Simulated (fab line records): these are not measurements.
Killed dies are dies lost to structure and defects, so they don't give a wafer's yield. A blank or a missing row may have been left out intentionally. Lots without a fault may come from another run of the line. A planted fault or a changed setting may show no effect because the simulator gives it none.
Lot-split experiment    flow n5_finfet    39 wafers read across 7 lots, on a route 1938 steps long

THE SPLIT
At N5_DUMMY_GATE_EXPOSE_12 (exposes mask GATE, target cd 25 nm), the setting dose_mj was moved away from the recipe's 34 on 12 of the 39 wafers read, by -7.4% to +2.9%. All remaining wafers had this setting at the recipe value.

FROM THE SPLIT TO THE READING: what the file shows between them, 7 steps
- N5_DUMMY_GATE_PEB_13: peb time 60 s
- N5_DUMMY_GATE_DEVELOP_14: develop time 30 s
- N5_DUMMY_GATE_CD_MEAS_15: target cd 25.8 nm
- N5_DUMMY_GATE_STRIP_38: strips in N2/H2
- N5_DUMMY_GATE_STRIP_39: strips in N2/H2
- N5_DUMMY_GATE_TRIM_49: chemistry O2, time 29 s, target cd 14 nm
- N5_DUMMY_GATE_STRIP_40: strips in CF4

THE READING
cd_nm, in nm, at N5_DUMMY_GATE_CD_MEAS_50 (target cd 14 nm). On this fab line, fault-free wafers typically give 13.9 nm with a standard deviation of 0.3 nm.

wafer   tool, chamber at the split  dose_mj as run  against the recipe  cd_nm, nm  against lot-mates on the recipe
L074.1  euv_scanner-02, 0           34.99           +2.9%               13.6       -0.2
L074.2  euv_scanner-02, 0           34.99           +2.9%               13.3       -0.5
L074.3  euv_scanner-02, 0           34              recipe              13.6       -
L074.4  euv_scanner-02, 0           34.99           +2.9%               13.5       -0.3
L074.5  euv_scanner-02, 0           34              recipe              13.7       -
L074.6  euv_scanner-02, 0           34              recipe              14.2       -
L078.1  euv_scanner-02, 0           34              recipe              14.3       -
L078.2  euv_scanner-02, 0           34              recipe              14.1       -
L078.3  euv_scanner-02, 0           34              recipe              14.1       -
L078.4  euv_scanner-02, 0           31.49           -7.4%               15.8       +1.6
L078.5  euv_scanner-02, 0           31.49           -7.4%               15.5       +1.3
L078.6  euv_scanner-02, 0           31.49           -7.4%               15.8       +1.6
L081.1  euv_scanner-02, 0           32.82           -3.5%               15.1       +1.1
L081.2  euv_scanner-02, 0           32.82           -3.5%               14.7       +0.7
L081.3  euv_scanner-02, 0           34              recipe              14.3       -
L081.4  euv_scanner-02, 0           34              recipe              13.5       -
L081.5  euv_scanner-02, 0           32.82           -3.5%               14.6       +0.6
L081.6  euv_scanner-02, 0           34              recipe              14.2       -
L086.2  euv_scanner-02, 0           34              recipe              14.0       -
L086.5  euv_scanner-02, 0           34              recipe              13.7       -
L086.6  euv_scanner-02, 0           34              recipe              14.0       -
L088.1  euv_scanner-02, 0           34              recipe              13.1       -
L088.2  euv_scanner-02, 0           34              recipe              13.7       -
L088.3  euv_scanner-02, 0           34              recipe              13.7       -
L088.4  euv_scanner-02, 0           34              recipe              13.7       -
L088.5  euv_scanner-02, 0           34              recipe              13.4       -
L088.6  euv_scanner-02, 0           34              recipe              13.6       -
L095.1  euv_scanner-02, 0           32.22           -5.2%               15.0       +1.2
L095.2  euv_scanner-02, 0           34              recipe              13.6       -
L095.3  euv_scanner-02, 0           34              recipe              13.6       -
L095.4  euv_scanner-02, 0           32.22           -5.2%               15.4       +1.6
L095.5  euv_scanner-02, 0           32.22           -5.2%               14.9       +1.1
L095.6  euv_scanner-02, 0           34              recipe              14.2       -
L096.1  euv_scanner-02, 0           34              recipe              14.3       -
L096.2  euv_scanner-02, 0           34              recipe              14.1       -
L096.3  euv_scanner-02, 0           34              recipe              13.6       -
L096.4  euv_scanner-02, 0           34              recipe              14.3       -
L096.5  euv_scanner-02, 0           34              recipe              13.7       -
L096.6  euv_scanner-02, 0           34              recipe              14.4       -

THE FIT
A straight line over all 39 wafers: cd_nm changes by -0.232 nm for each +1% of dose_mj; r = -0.89; the points scatter about the line by 0.31 nm.
The same after taking each lot's own level away (the mean of its wafers on the recipe; 39 wafers): -0.209 nm for each +1%; r = -0.91; scatter 0.26 nm.
The reading moves by 1.5 nm for the largest change in dose_mj, on that fit.
The lots' own levels span 13.53 to 14.17 nm, that is 2.1 times the standard deviation above.
Hence the slope depends on the lot-to-lot level, as the two fits are not the same.
Check: with one of the wafers moved furthest among these (-7.4%) left out of the fit, the line predicts +1.57 nm for it against its lot-mates. It came out at +1.63 nm against them.

OTHER SPLITS APPLIED TO THESE WAFERS
Note: prior to the reading, these wafers also went through further splits. Each is held against what the fit with the lots' levels taken away leaves over:
other split on the same wafers     wafers away from the commonest value  r with cd_nm (lot level and that fit taken away)
N5_WELL_APT_IMPLANT_14 energy_kev  15                                    -0.18
N5_FIN_SAQP_ALD_61 temp_c          12                                    +0.12
N5_FIN_SAQP_SPACER1_ALD_24 temp_c  18                                    +0.14

THE WHOLE CHAIN: every reading that the file lists as answering this split, in the file's order
step                      what it does                                                    reading                                                            change (the file's fit)                r (the file's)
N5_DUMMY_GATE_CD_MEAS_15  target cd 25.8 nm                                               cd_nm                                                              -0.201 nm for each +1% of the setting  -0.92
N5_DUMMY_GATE_TRIM_49     chemistry O2, time 29 s, target cd 14 nm                        DUMMY_GATE.cd_nm (the simulator's own value, which no gauge read)  -0.199 nm for each +1% of the setting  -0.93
N5_DUMMY_GATE_CD_MEAS_50  target cd 14 nm                                                 cd_nm                                                              -0.215 nm for each +1% of the setting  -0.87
N5_DUMMY_GATE_ETCH_44     etches poly-Si in HBr/O2, stops on SiO2, target depth 127.5 nm  DUMMY_GATE.cd_nm (the simulator's own value, which no gauge read)  -0.191 nm for each +1% of the setting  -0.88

THE FILE'S OWN FIT
cd_nm changes by -0.215 nm for each +1% of dose_mj, r = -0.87.
